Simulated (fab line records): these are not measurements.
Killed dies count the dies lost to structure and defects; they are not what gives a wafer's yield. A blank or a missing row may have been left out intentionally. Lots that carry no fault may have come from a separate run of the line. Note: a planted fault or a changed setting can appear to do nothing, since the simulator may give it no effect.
The tool behind it: which one? -- flow nand-harc -- at 1 step of a route of 1302, 13 lots with 39 wafers sampled

WHAT EACH GAUGE READ, for each wafer
NHARC_P_ZERO_WELL_CD_MEAS_37: the cd target is 720 nm. Usual: cd-nm reads 720.8 nm (standard deviation 2.3).
lot,measured,on,cd-nm (nm),flag
L920,day 3 05:59,cd-sem-01,718.9 720.2 719.2,
L921,day 3 16:06,cd-sem-03,722.4 718.4 720.3,
L922,day 4 02:06,cd-sem-03,722.0 720.1 722.4,
L923,day 4 12:07,cd-sem-02,719.9 722.9 724.2,
L924,day 4 22:08,cd-sem-02,722.1 719.7 718.4,
L925,day 5 08:17,cd-sem-02,716.5 716.8 718.1,
L928,day 6 14:14,cd-sem-02,717.9 719.4 719.1,
L933,day 8 16:06,cd-sem-03,719.1 723.7 722.6,
L934,day 9 02:16,cd-sem-02,723.9 726.5 722.4,
L935,day 9 14:05,cd-sem-03,728.8 721.5 723.5,
L936,day 9 22:16,cd-sem-01,719.8 719.4 720.0,
L937,day 10 08:25,cd-sem-02,716.8 721.5 720.9,
L938,day 10 18:05,cd-sem-01,721.4 722.7 727.5,

TOOL THAT RAN EACH LOT (tool first, then ch and the chambers of the sampled wafers, then the start)
Before these readings, the record contains no process step.

AS READ BY THE TOOLS THEMSELVES (means over the sampled wafers that have a number; for cases with no such wafer, the mark the record gives instead)
The record holds no such reading with a usual standard deviation.

THE ANSWER, worked out from the rows above alone
Rule: lot off if the mean of its wafers having a number is beyond 3 standard deviations from the usual mean. Also off: a lot with no number at a reading for which 4 or more lots have one. Where the step has rows for the other lots, those lots are counted as sound. After the gauges, taken in route order, come the tools' own readings; for these a lot's mean is taken, as printed above. The first step at which some lot is off is used, and at that step the reading that is off furthest; a lot without a number counts as furthest.
None of the lots is off at any reading shown; this tells nothing.

WHAT THE SIMULATOR HAD PUT IN
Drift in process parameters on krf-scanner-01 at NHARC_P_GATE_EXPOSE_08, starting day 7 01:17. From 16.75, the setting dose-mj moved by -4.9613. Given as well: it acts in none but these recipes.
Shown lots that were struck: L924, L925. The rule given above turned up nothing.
